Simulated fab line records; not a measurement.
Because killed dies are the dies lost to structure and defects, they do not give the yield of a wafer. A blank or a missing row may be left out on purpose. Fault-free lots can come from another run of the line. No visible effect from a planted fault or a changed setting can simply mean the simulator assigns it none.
Which tool is to blame? || flow n5Finfet || 12 lots, 36 wafers sampled, at 1 step of a route of 1938

== WHAT EACH GAUGE READ, for each wafer ==
N5_BEOL_M12_OVL_MEAS_29.
{"lot": "L075", "measured": "day 11 10:43", "on": "overlay-02", "M12_OVL (nm)": "2 -1 -5"}
{"lot": "L077", "measured": "day 13 14:55", "on": "overlay-01", "M12_OVL (nm)": "0 2 5"}
{"lot": "L083", "measured": "day 13 22:56", "on": "overlay-02", "M12_OVL (nm)": "3 4 5"}
{"lot": "L081", "measured": "day 14 04:34", "on": "overlay-01", "M12_OVL (nm)": "8 -3 -9"}
{"lot": "L082", "measured": "day 14 16:55", "on": "overlay-02", "M12_OVL (nm)": "0 0 2"}
{"lot": "L086", "measured": "day 15 08:15", "on": "overlay-01", "M12_OVL (nm)": "-2 -8 1"}
{"lot": "L088", "measured": "day 15 14:27", "on": "overlay-01", "M12_OVL (nm)": "1 -2 -4"}
{"lot": "L091", "measured": "day 16 05:34", "on": "overlay-02", "M12_OVL (nm)": "1 11 0"}
{"lot": "L093", "measured": "day 16 22:26", "on": "overlay-02", "M12_OVL (nm)": "3 -5 -4"}
{"lot": "L094", "measured": "day 17 09:02", "on": "overlay-01", "M12_OVL (nm)": "4 8 1"}
{"lot": "L095", "measured": "day 17 15:41", "on": "overlay-01", "M12_OVL (nm)": "-6 -7 1"}
{"lot": "L097", "measured": "day 18 11:56", "on": "overlay-02", "M12_OVL (nm)": "3 2 4"}

== TOOL THAT RAN EACH LOT (tool first, then ch and the chambers of the sampled wafers, then the start) ==
Before these readings, the record contains no process step.

== THE ANSWER, worked out from the rows above alone ==
Rule: usual is defined by the lots themselves. The widest of any qualifying gaps counts: lots, ordered by their means at a reading, are off when they make up no more than a third of the lots, leave a main group of 4 or more, and stand apart from it by 3 or more times the standard deviation of that group's means. A main group whose means are all the same, to the digits that the tables above print for the reading, isn't used. A lot without any number at a reading at which 4 lots or more have one is off too. All remaining lots with rows at the step are treated as sound.
Nothing can be told from this: no lot is off at any reading shown.

== WHAT WAS PUT IN BY THE SIMULATOR ==
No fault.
